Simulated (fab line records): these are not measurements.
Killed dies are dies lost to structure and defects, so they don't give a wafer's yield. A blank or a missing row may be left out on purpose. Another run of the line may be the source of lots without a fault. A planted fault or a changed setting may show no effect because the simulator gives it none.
Which tool is to blame?	flow n5 finfet	9 lots with 27 wafers sampled at 5 steps, on a route of 1938 steps

## WHAT EACH GAUGE READ, for each wafer
N5_BEOL_M4_RC_MEAS_101. Usual: DIBL_N 36.3 mV/V, standard deviation 1.1; DIBL_P 36.3 mV/V, standard deviation 1.4; IOFF_N 0.155 nA/um, standard deviation 0.019; IOFF_P 0.211 nA/um, standard deviation 0.027; ION_N 672 uA/um, standard deviation 8.5; ION_P 462 uA/um, standard deviation 5.8; SS_N 71.5 mV/dec, standard deviation 0.56; SS_P 73.3 mV/dec, standard deviation 0.52; VT_N 249.9 mV, standard deviation 2.5; VT_P -249.8 mV, standard deviation 2.8.
lot	measured	on	DIBL_N (mV/V)	DIBL_P (mV/V)	IOFF_N (nA/um)	IOFF_P (nA/um)	ION_N (uA/um)	ION_P (uA/um)	SS_N (mV/dec)	SS_P (mV/dec)	VT_N (mV)	VT_P (mV)	flag
L380	day 10 12:52	prober-01	35.6 34.9 35.7	36.9 35.4 35.9	0.152 0.134 0.153	0.178 0.170 0.178	669 670 671	451 456 455	71.1 71.3 72.0	73.6 73.3 73.3	248.7 249.2 251.5	-253.7 -252.4 -253.4	
L384	day 11 17:12	prober-01	38.0 37.0 37.8	36.8 36.1 36.5	0.165 0.151 0.166	0.207 0.196 0.200	667 676 680	454 456 455	71.7 70.8 71.3	73.4 72.4 73.5	248.1 249.1 249.3	-253.2 -252.9 -253.1	
L388	day 14 10:34	prober-02	36.8 37.9 37.7	35.7 37.1 37.4	0.137 0.163 0.156	0.201 0.222 0.216	677 675 672	467 468 461	70.4 71.6 71.7	72.5 73.2 74.0	250.5 249.0 248.3	-250.7 -246.1 -251.8	
L392	day 15 19:02	prober-02	36.0 34.5 36.7	35.6 33.9 36.1	0.151 0.128 0.169	0.238 0.210 0.253	667 662 682	468 464 467	71.7 70.8 71.6	73.2 72.8 72.9	248.3 253.7 245.5	-246.1 -245.9 -243.8	
L393	day 17 07:19	prober-01	35.9 34.9 35.3	36.9 36.0 36.3	0.156 0.146 0.161	0.221 0.203 0.217	670 679 665	460 467 463	70.8 71.2 71.5	73.5 73.0 72.8	250.6 247.6 248.6	-248.0 -249.4 -246.2	
L396	day 17 01:21	prober-02	38.3 37.5 36.9	37.3 35.8 35.6	0.176 0.154 0.149	0.236 0.206 0.204	677 680 669	462 465 457	71.2 71.6 71.5	73.9 73.1 73.6	245.9 252.5 250.5	-248.3 -249.6 -249.6	
L398	day 17 06:04	prober-02	36.5 40.0 37.1	36.4 40.9 37.2	0.150 0.228 0.171	0.210 0.301 0.236	676 699 677	466 479 471	71.5 72.5 71.1	72.9 74.0 73.1	250.0 242.9 246.3	-250.0 -244.8 -247.0	
L399	day 16 08:40	prober-01	34.9 34.3 34.9	37.6 36.8 36.6	0.168 0.150 0.157	0.241 0.235 0.232	668 673 665	470 472 465	70.4 71.7 71.8	73.3 73.1 72.6	247.3 249.5 251.7	-247.3 -244.4 -248.7	
L400	day 17 17:07	prober-01	35.6 36.3 36.0	35.2 34.7 35.2	0.158 0.159 0.158	0.210 0.200 0.205	682 666 675	464 459 458	72.1 72.0 71.3	73.3 73.4 73.0	248.2 249.2 249.8	-248.4 -250.9 -249.2	

## WHICH TOOL RAN EACH LOT (tool, then ch and the chambers of the sampled wafers, then the start)
lot	N5_HKMG_FIN_STRIP_89	N5_HKMG_FIN_ALD_71	N5_HKMG_FIN_CMP_94	N5_GATE_CUT_STRIP_59
L380	rie diel-02 ch 0,1,3, day 4 16:14	ald metal-01 ch 0,1, day 4 16:54	cmp-01 ch 0,1, day 4 19:05	rie diel-03 ch 2,3, day 4 19:43
L384	rie diel-05 ch 0,2, day 5 16:16	ald metal-04 ch 0,1,3, day 5 16:56	cmp-04 ch 1,3, day 5 19:04	rie diel-01 ch 1,2,3, day 5 19:47
L388	rie diel-02 ch 2,3, day 6 17:57	ald metal-01 ch 0,1, day 6 18:37	cmp-01 ch 0,1, day 6 20:52	rie diel-03 ch 0,1, day 6 21:30
L392	rie diel-02 ch 0,1,3, day 7 16:40	ald metal-01 ch 0,1, day 7 17:20	cmp-04 ch 0,1,2, day 7 19:35	rie diel-06 ch 1,2, day 7 20:11
L393	rie diel-05 ch 0,2,3, day 7 23:10	ald metal-02 ch 0,2,3, day 7 23:51	cmp-01 ch 0,1,2, day 8 01:57	rie diel-01 ch 1,2,3, day 8 02:37
L396	rie diel-04 ch 1,2, day 8 17:19	ald metal-02 ch 0,1,3, day 8 18:00	cmp-01 ch 1,2,3, day 8 20:10	rie diel-01 ch 1,2,3, day 8 20:56
L398	rie diel-04 ch 0,1,3, day 9 04:13	ald metal-02 ch 0,1,2, day 9 04:53	cmp-04 ch 0,1,3, day 9 07:14	rie diel-03 ch 2,3, day 9 07:49
L399	rie diel-04 ch 0,3, day 9 11:43	ald metal-01 ch 0,3, day 9 12:24	cmp-04 ch 0,1,2, day 9 14:34	rie diel-06 ch 0,1,3, day 9 15:10
L400	rie diel-05 ch 0,1, day 9 18:27	ald metal-01 ch 0,1, day 9 19:07	cmp-02 ch 0,1,2, day 9 21:19	rie diel-01 ch 0,1,3, day 9 22:21
- N5_HKMG_FIN_STRIP_89: strips SOC in N2/H2, time 20 s.
- N5_HKMG_FIN_ALD_71: deposits TiN, target thk 1 nm, pulse time 1 s, purge time 3 s.
- N5_HKMG_FIN_CMP_94: polishes, stops on SiNx, t overpolish 4.7 s, target thk 43.299 nm.
- N5_GATE_CUT_STRIP_59: strips in N2/H2, time 20 s.

## WHAT THE TOOLS THEMSELVES READ (means of the sampled wafers that have a number; where no wafer has one, the mark that the record gives instead)
N5_HKMG_FIN_STRIP_89. Usual: drypump motor current A 5.8 A, standard deviation 0.45; oes product au 0.77 a.u., standard deviation 0.099; power w 500.0 W, standard deviation 1.4; rf vpp V 54.4 V, standard deviation 0.79; showerhead plenum p Torr 3.38 Torr, standard deviation 0.13; throttle valve pct 19.2 %, standard deviation 0.31.
lot	tool	drypump motor current A (A)	oes product au (a.u.)	power w (W)	rf vpp V (V)	showerhead plenum p Torr (Torr)	throttle valve pct (%)	flag
L380	rie diel-02	5.7	0.76	500.4	53.6	3.32	18.9	
L384	rie diel-05	6.2	0.69	499.4	54.7	3.45	19.5	
L388	rie diel-02	5.6	0.79	499.9	54.8	3.34	19.3	
L392	rie diel-02	5.7	0.74	498.9	54.6	3.31	19.0	
L393	rie diel-05	6.2	0.79	498.7	55.1	3.46	19.2	
L396	rie diel-04	5.3	0.76	500.1	54.3	3.30	18.9	
L398	rie diel-04	5.6	0.85	500.1	54.4	3.44	19.3	
L399	rie diel-04	5.8	0.87	499.3	53.7	3.53	19.2	
L400	rie diel-05	5.7	0.92	500.1	54.0	3.54	19.3	

N5_HKMG_FIN_ALD_71. Usual: heater power w 877 W, standard deviation 98; precursor pulse height rel 1.001, standard deviation 0.021; susceptor temp C 399.99 C, standard deviation 0.23.
lot	tool	heater power w (W)	precursor pulse height rel	susceptor temp C (C)	flag
L380	ald metal-01	808	0.984	400.01	
L384	ald metal-04	919	1.005	400.05	
L388	ald metal-01	808	1.010	400.24	
L392	ald metal-01	771	1.009	399.99	
L393	ald metal-02	904	1.005	399.99	
L396	ald metal-02	906	0.990	399.85	
L398	ald metal-02	904	1.004	399.91	
L399	ald metal-01	757	0.982	400.03	
L400	ald metal-01	781	1.011	399.98	

N5_HKMG_FIN_CMP_94. Usual: head pressure psi 4.000 psi, standard deviation 0.01; motor current A 12.4 A, standard deviation 1.5; slurry flow ml min 150.1, standard deviation 0.5.
lot	tool	head pressure psi (psi)	motor current A (A)	slurry flow ml min	flag
L380	cmp-01	4.002	10.4	150.1	
L384	cmp-04	3.992	13.8	150.0	
L388	cmp-01	4.007	10.4	149.7	
L392	cmp-04	4.012	12.8	150.2	
L393	cmp-01	2.955	10.0	150.2	OFF
L396	cmp-01	2.948	10.1	150.1	OFF
L398	cmp-04	3.998	13.5	150.1	
L399	cmp-04	3.984	12.5	150.2	
L400	cmp-02	3.999	13.0	149.8	

N5_GATE_CUT_STRIP_59. Usual: drypump motor current A 5.9 A, standard deviation 0.37; oes product au 0.81 a.u., standard deviation 0.087; rf vpp V 45.4 V, standard deviation 0.84; showerhead plenum p Torr 3.37 Torr, standard deviation 0.097; throttle valve pct 12.17 %, standard deviation 0.22.
lot	tool	drypump motor current A (A)	oes product au (a.u.)	rf vpp V (V)	showerhead plenum p Torr (Torr)	throttle valve pct (%)	flag
L380	rie diel-03	6.0	0.87	45.5	3.39	11.98	
L384	rie diel-01	5.8	0.85	45.4	3.37	12.25	
L388	rie diel-03	5.7	0.84	45.9	3.37	12.14	
L392	rie diel-06	6.0	0.92	44.5	3.35	12.05	
L393	rie diel-01	5.8	0.81	44.9	3.36	12.30	
L396	rie diel-01	5.8	0.81	45.6	3.36	12.31	
L398	rie diel-03	6.0	0.82	45.7	3.38	12.07	
L399	rie diel-06	6.2	0.79	45.1	3.34	12.21	
L400	rie diel-01	5.7	0.83	45.3	3.32	12.22	

## THE ANSWER, worked out from the rows above alone
Rule: take the mean of a lot's wafers that have a number; if it is more than 3 standard deviations from the usual mean, the lot is off. Also off: a lot with no number at a reading for which 4 or more lots have one. The other lots that the step has rows for count as sound. After the gauges, taken in route order, come the tools' own readings; for these a lot's mean is taken, as printed above. The first step at which some lot is off is used, and at that step the reading that is off furthest; a lot without a number counts as furthest.
Off, at N5_HKMG_FIN_CMP_94 on head pressure psi: L393, L396.
If a tool, at that step or one of the process steps before it, ran each lot that is off and ran no sound lot following the first of them, it fits. One candidate fits, namely cmp-01 at N5_HKMG_FIN_CMP_94. A fault onset in the window from L388 (day 6 20:52, its last sound lot) to L393 (day 8 01:57, its first lot off) fits.
The tool's own readings at N5_HKMG_FIN_CMP_94 bear it out: on the lots that are off they differ by more than 5 times the standard deviation of the sound lots' means. head pressure psi reads 2.952 psi there against 3.999 psi on the sound lots.

## WHAT HAD BEEN PUT IN BY THE SIMULATOR
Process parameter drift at N5_HKMG_FIN_CMP_94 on cmp-01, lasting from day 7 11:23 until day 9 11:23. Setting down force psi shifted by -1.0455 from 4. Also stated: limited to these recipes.
Lots struck among those shown: L396, L393. Same finding as the rule above.
